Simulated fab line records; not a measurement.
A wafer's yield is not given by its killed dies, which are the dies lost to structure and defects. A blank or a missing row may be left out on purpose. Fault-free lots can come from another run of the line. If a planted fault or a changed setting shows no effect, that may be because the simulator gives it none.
Which of the tools did it? + flow n5-finfet + 24 lots, 72 wafers sampled, at 3 steps of a route of 1938

## WHAT EACH GAUGE READ, for each wafer
N5_BEOL_M13_OCD_MEAS_35. Usual: trench-depth-nm reads 412 nm (standard deviation 5.5).
| lot  | measured     | on     | trench-depth-nm (nm) | flag |
|------|--------------|--------|----------------------|------|
| L074 | day 10 15:57 | ocd-02 | 419 427 423          |      |
| L076 | day 11 04:30 | ocd-01 | 418 411 409          |      |
| L075 | day 11 04:36 | ocd-01 | 408 408 402          |      |
| L077 | day 11 17:38 | ocd-02 | 420 414 418          |      |
| L079 | day 11 23:37 | ocd-01 | 419 418 427          |      |
| L078 | day 12 01:58 | ocd-01 | 414 412 410          |      |
| L080 | day 12 06:59 | ocd-02 | 410 419 411          |      |
| L081 | day 13 04:03 | ocd-02 | 406 408 409          |      |
| L082 | day 13 15:29 | ocd-01 | 411 410 414          |      |
| L083 | day 13 21:54 | ocd-01 | 420 407 404          |      |
| L084 | day 14 12:08 | ocd-02 | 410 409 409          |      |
| L087 | day 14 23:20 | ocd-02 | 411 408 407          |      |
| L086 | day 14 23:53 | ocd-01 | 405 420 419          |      |
| L085 | day 15 00:12 | ocd-01 | 412 412 404          |      |
| L088 | day 15 02:47 | ocd-02 | 418 407 405          |      |
| L089 | day 15 04:12 | ocd-01 | 414 413 408          |      |
| L090 | day 15 04:36 | ocd-02 | 409 418 408          |      |
| L091 | day 15 18:09 | ocd-01 | 405 417 409          |      |
| L092 | day 15 22:03 | ocd-01 | 410 408 410          |      |
| L094 | day 16 02:02 | ocd-02 | 415 413 412          |      |
| L093 | day 16 02:54 | ocd-02 | 412 407 413          |      |
| L095 | day 16 14:11 | ocd-01 | 402 420 405          |      |
| L096 | day 17 14:43 | ocd-02 | 409 413 417          |      |
| L097 | day 17 23:21 | ocd-02 | 406 403 415          |      |

N5_BEOL_M13_RS_MEAS_54: the measuring method here is four-point-probe. Usual: M13_RS typically reads 0.0451 ohm/sq, with standard deviation 0.00062.
| lot  | measured     | on            | M13_RS (ohm/sq)      | flag |
|------|--------------|---------------|----------------------|------|
| L074 | day 10 19:26 | film-metro-02 | 0.0443 0.0436 0.0439 |      |
| L076 | day 11 06:40 | film-metro-01 | 0.0446 0.0452 0.0454 |      |
| L075 | day 11 12:36 | film-metro-02 | 0.0456 0.0456 0.0463 |      |
| L077 | day 11 20:52 | film-metro-02 | 0.0443 0.0447 0.0445 |      |
| L079 | day 12 05:16 | film-metro-01 | 0.0446 0.0446 0.0436 |      |
| L078 | day 12 09:37 | film-metro-01 | 0.0448 0.0450 0.0453 |      |
| L080 | day 12 11:48 | film-metro-01 | 0.0452 0.0442 0.0450 |      |
| L081 | day 13 13:29 | film-metro-01 | 0.0457 0.0455 0.0452 |      |
| L082 | day 13 20:35 | film-metro-02 | 0.0451 0.0455 0.0450 |      |
| L083 | day 14 01:14 | film-metro-01 | 0.0443 0.0456 0.0461 |      |
| L084 | day 14 15:38 | film-metro-01 | 0.0454 0.0452 0.0455 |      |
| L087 | day 15 04:05 | film-metro-01 | 0.0453 0.0457 0.0457 |      |
| L086 | day 15 04:56 | film-metro-02 | 0.0458 0.0441 0.0444 |      |
| L085 | day 15 05:18 | film-metro-01 | 0.0450 0.0450 0.0461 |      |
| L088 | day 15 05:57 | film-metro-02 | 0.0447 0.0457 0.0458 |      |
| L089 | day 15 07:49 | film-metro-02 | 0.0449 0.0450 0.0456 |      |
| L090 | day 15 08:23 | film-metro-01 | 0.0457 0.0448 0.0460 |      |
| L091 | day 16 01:16 | film-metro-01 | 0.0458 0.0447 0.0453 |      |
| L092 | day 16 05:11 | film-metro-01 | 0.0454 0.0456 0.0456 |      |
| L094 | day 16 06:13 | film-metro-02 | 0.0447 0.0450 0.0452 |      |
| L093 | day 16 12:01 | film-metro-01 | 0.0450 0.0457 0.0451 |      |
| L095 | day 16 16:09 | film-metro-01 | 0.0462 0.0443 0.0459 |      |
| L096 | day 17 17:08 | film-metro-02 | 0.0455 0.0449 0.0446 |      |
| L097 | day 18 01:50 | film-metro-02 | 0.0457 0.0459 0.0447 |      |

## TOOL THAT RAN EACH LOT (tool first, then ch and the chambers of the sampled wafers, then the start)
| lot  | N5_BEOL_M13_STRIP_63                 |
|------|--------------------------------------|
| L074 | plasma-asher-01 ch 0, day 10 14:41   |
| L076 | plasma-asher-02 ch 0,1, day 11 03:02 |
| L075 | plasma-asher-02 ch 0,1, day 11 03:17 |
| L077 | plasma-asher-02 ch 1, day 11 16:17   |
| L079 | plasma-asher-02 ch 0,1, day 11 22:18 |
| L078 | plasma-asher-01 ch 0,1, day 12 00:46 |
| L080 | plasma-asher-01 ch 0,1, day 12 05:47 |
| L081 | plasma-asher-01 ch 0,1, day 13 02:44 |
| L082 | plasma-asher-01 ch 0,1, day 13 14:15 |
| L083 | plasma-asher-02 ch 0,1, day 13 20:43 |
| L084 | plasma-asher-01 ch 0,1, day 14 10:48 |
| L087 | plasma-asher-01 ch 0,1, day 14 22:10 |
| L086 | plasma-asher-02 ch 0,1, day 14 22:33 |
| L085 | plasma-asher-01 ch 0,1, day 14 22:53 |
| L088 | plasma-asher-01 ch 0,1, day 15 01:34 |
| L089 | plasma-asher-01 ch 0,1, day 15 02:54 |
| L090 | plasma-asher-02 ch 0,1, day 15 03:15 |
| L091 | plasma-asher-02 ch 0,1, day 15 16:56 |
| L092 | plasma-asher-02 ch 0,1, day 15 20:44 |
| L094 | plasma-asher-01 ch 0,1, day 16 00:49 |
| L093 | plasma-asher-01 ch 0,1, day 16 01:43 |
| L095 | plasma-asher-02 ch 0,1, day 16 12:59 |
| L096 | plasma-asher-01 ch 0,1, day 17 13:03 |
| L097 | plasma-asher-01 ch 0,1, day 17 22:01 |
- N5_BEOL_M13_STRIP_63: strips in N2/H2.

## AS READ BY THE TOOLS THEMSELVES (means over the sampled wafers that have a number; for cases with no such wafer, the mark the record gives instead)
N5_BEOL_M13_STRIP_63. Usual: drypump-motor-current-A 5.8 A, standard deviation 0.48; heater-power-w 342 W, standard deviation 39; oes-product-au 0.674 a.u., standard deviation 0.0048; strip-time-to-endpoint-s 27.7 s, standard deviation 0.94.
| lot  | tool            | drypump-motor-current-A (A) | heater-power-w (W) | oes-product-au (a.u.) | strip-time-to-endpoint-s (s) | flag |
|------|-----------------|-----------------------------|--------------------|-----------------------|------------------------------|------|
| L074 | plasma-asher-01 | 5.3                         | 399                | 0.677                 | 27.8                         |      |
| L076 | plasma-asher-02 | 5.9                         | 313                | 0.674                 | 28.3                         |      |
| L075 | plasma-asher-02 | 5.9                         | 315                | 0.674                 | 28.2                         |      |
| L077 | plasma-asher-02 | 5.4                         | 325                | 0.679                 | 29.0                         |      |
| L079 | plasma-asher-02 | 5.9                         | 307                | 0.676                 | 27.8                         |      |
| L078 | plasma-asher-01 | 5.7                         | 377                | 0.677                 | 27.4                         |      |
| L080 | plasma-asher-01 | 6.1                         | 348                | 0.671                 | 26.7                         |      |
| L081 | plasma-asher-01 | 5.7                         | 375                | 0.674                 | 27.5                         |      |
| L082 | plasma-asher-01 | 5.7                         | 379                | 0.675                 | 28.4                         |      |
| L083 | plasma-asher-02 | 5.7                         | 321                | 0.675                 | 27.7                         |      |
| L084 | plasma-asher-01 | 6.0                         | 354                | 0.676                 | 28.1                         |      |
| L087 | plasma-asher-01 | 5.7                         | 372                | 0.672                 | 25.7                         |      |
| L086 | plasma-asher-02 | 5.7                         | 318                | 0.673                 | 28.3                         |      |
| L085 | plasma-asher-01 | 6.0                         | 356                | 0.676                 | 27.8                         |      |
| L088 | plasma-asher-01 | 5.7                         | 375                | 0.676                 | 28.3                         |      |
| L089 | plasma-asher-01 | 6.0                         | 351                | 0.675                 | 28.4                         |      |
| L090 | plasma-asher-02 | 5.9                         | 308                | 0.678                 | 27.9                         |      |
| L091 | plasma-asher-02 | 5.9                         | 306                | 0.676                 | 27.7                         |      |
| L092 | plasma-asher-02 | 5.9                         | 307                | 0.671                 | 28.3                         |      |
| L094 | plasma-asher-01 | 5.7                         | 378                | 0.670                 | 27.2                         |      |
| L093 | plasma-asher-01 | 6.0                         | 348                | 0.671                 | 27.1                         |      |
| L095 | plasma-asher-02 | 5.7                         | 318                | 0.673                 | 28.3                         |      |
| L096 | plasma-asher-01 | 5.7                         | 377                | 0.674                 | 27.5                         |      |
| L097 | plasma-asher-01 | 5.7                         | 379                | 0.668                 | 28.2                         |      |

## THE ANSWER, worked out from the rows above alone
Rule: lot off if the mean of its wafers having a number is beyond 3 standard deviations from the usual mean. A lot without any number at a reading at which 4 lots or more have one is off too. Where the step has rows for the other lots, those lots are counted as sound. After the gauges, taken in route order, come the tools' own readings; for these a lot's mean is taken, as printed above. At the first step where some lot is off, the reading lying furthest off is the one used; lots without a number count as furthest.
None of the lots is off at any reading shown; this tells nothing.

## WHAT WAS PUT IN BY THE SIMULATOR
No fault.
